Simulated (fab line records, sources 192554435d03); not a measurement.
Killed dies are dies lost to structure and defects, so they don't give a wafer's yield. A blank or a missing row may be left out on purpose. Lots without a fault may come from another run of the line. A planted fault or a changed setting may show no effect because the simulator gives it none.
Chamber matching | flow n5_finfet | N5_SD_EPI_N_ETCH_16 on rie_diel-01: 4 sister chambers
The step etches SiO2 in CHF3/O2, target depth 5 nm. 14 wafers are shown with their chamber, then 7 later ones without.

WAFERS WITH THEIR CHAMBER
wafer  | chamber | showerhead_plenum_p_Torr (Torr) | throttle_valve_pct (%) | drypump_motor_current_A (A)
L075.1 | 0       | 2.36                            | 18.88                  | 5.1
L075.3 | 3       | 2.51                            | 19.34                  | 5.2
L075.5 | 3       | 2.51                            | 19.34                  | 5.3
L081.1 | 2       | 2.50                            | 18.96                  | 6.1
L081.3 | 3       | 2.50                            | 19.36                  | 5.2
L081.5 | 3       | 2.50                            | 19.36                  | 5.3
L082.2 | 3       | 2.50                            | 19.35                  | 5.3
L082.3 | 1       | 2.37                            | 19.13                  | 5.9
L082.5 | 0       | 2.36                            | 18.90                  | 5.1
L083.2 | 0       | 2.36                            | 18.90                  | 5.2
L083.3 | 3       | 2.50                            | 19.37                  | 5.2
L083.6 | 1       | 2.37                            | 19.13                  | 5.9
L087.2 | 2       | 2.50                            | 18.98                  | 6.1
L087.3 | 0       | 2.36                            | 18.91                  | 5.2

SIGNATURES (means of the wafers above)
reading                  | chamber 0 | chamber 1 | chamber 2 | chamber 3 | scatter within a chamber
showerhead_plenum_p_Torr | 2.3600    | 2.3700    | 2.5000    | 2.5033    | 0.00365
throttle_valve_pct       | 18.8975   | 19.1300   | 18.9700   | 19.3533   | 0.0119
drypump_motor_current_A  | 5.150     | 5.900     | 6.100     | 5.250     | 0.05
Rule: a wafer's distance from a chamber is the root of the sum, over the readings, of the square of ((its reading less the chamber's mean) divided by the reading's scatter). The wafer belongs to the nearest chamber; if the next one is less than 2 further off, it can't be placed. The scatter: the root of (the sum of the squares of (reading less its chamber's mean) over the shown wafers, divided by (wafers less chambers)).

WAFERS WITHOUT THEIR CHAMBER
wafer  | showerhead_plenum_p_Torr (Torr) | throttle_valve_pct (%) | drypump_motor_current_A (A)
L087.5 | 2.36                            | 18.90                  | 5.2
L091.1 | 2.50                            | 19.00                  | 6.1
L091.3 | 2.35                            | 18.92                  | 5.2
L091.6 | 2.35                            | 18.92                  | 5.1
L093.3 | 2.49                            | 19.00                  | 6.1
L093.5 | 2.49                            | 19.40                  | 5.2
L093.6 | 2.35                            | 18.94                  | 5.1

WHICH CHAMBER EACH WENT THROUGH
wafer  | from the rows above | in truth
L087.5 | 0                   | 0
L091.1 | 2                   | 2
L091.3 | 0                   | 0
L091.6 | 0                   | 0
L093.3 | 2                   | 2
L093.5 | 3                   | 3
L093.6 | 0                   | 0
Placed correctly: 7 of 7. Can't be placed from these rows: 0. Placed wrongly: 0.
